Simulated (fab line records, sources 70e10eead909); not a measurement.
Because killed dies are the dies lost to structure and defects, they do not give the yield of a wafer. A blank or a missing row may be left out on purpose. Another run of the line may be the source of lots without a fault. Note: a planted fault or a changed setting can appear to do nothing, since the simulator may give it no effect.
Chamber matching -- flow nand harc -- 4 sister chambers for NHARC_P_CONTACT_ALD_22 on ald metal-02
The step deposits TiN, target thk 3 nm, pulse time 1 s, ald cycles 150. 4 wafers are shown with their chamber, then 7 later ones without.

EACH WAFER AND ITS CHAMBER
wafer,chamber,heater power w (W)
L535.3,1,1172
L537.2,0,1068
L549.1,2,1183
L549.2,3,885

WAFERS WHOSE CHAMBER IS MISSING
wafer,heater power w (W)
L549.4,1176
L547.2,1056
L547.3,1188
L547.6,1064
L550.2,1077
L550.3,1229
L550.4,1176

WHICH CHAMBER EACH WENT THROUGH
wafer,from the rows above,in truth
L549.4,can't be placed: 1 or 2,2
L547.2,0,0
L547.3,can't be placed: 2 or 1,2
L547.6,0,0
L550.2,0,0
L550.3,can't be placed: 2 or 1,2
L550.4,can't be placed: 1 or 2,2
3 of 7 placed correctly. Not placeable from these rows: 4 (in 4, the candidates include the true chamber). Wrongly placed: 0.
How it was worked out, from the rows above alone: a wafer's distance from a chamber is the root of the sum, over the readings, of the square of ((its reading less the chamber's mean) divided by the reading's scatter). If the next closest chamber is less than 2 further off than the closest, the wafer can't be placed; otherwise it belongs to the closest. Each chamber's mean is taken over the wafers shown for it. The scatter: root of mean squared gap, hidden wafer to nearest shown wafer, with one shown wafer a chamber.
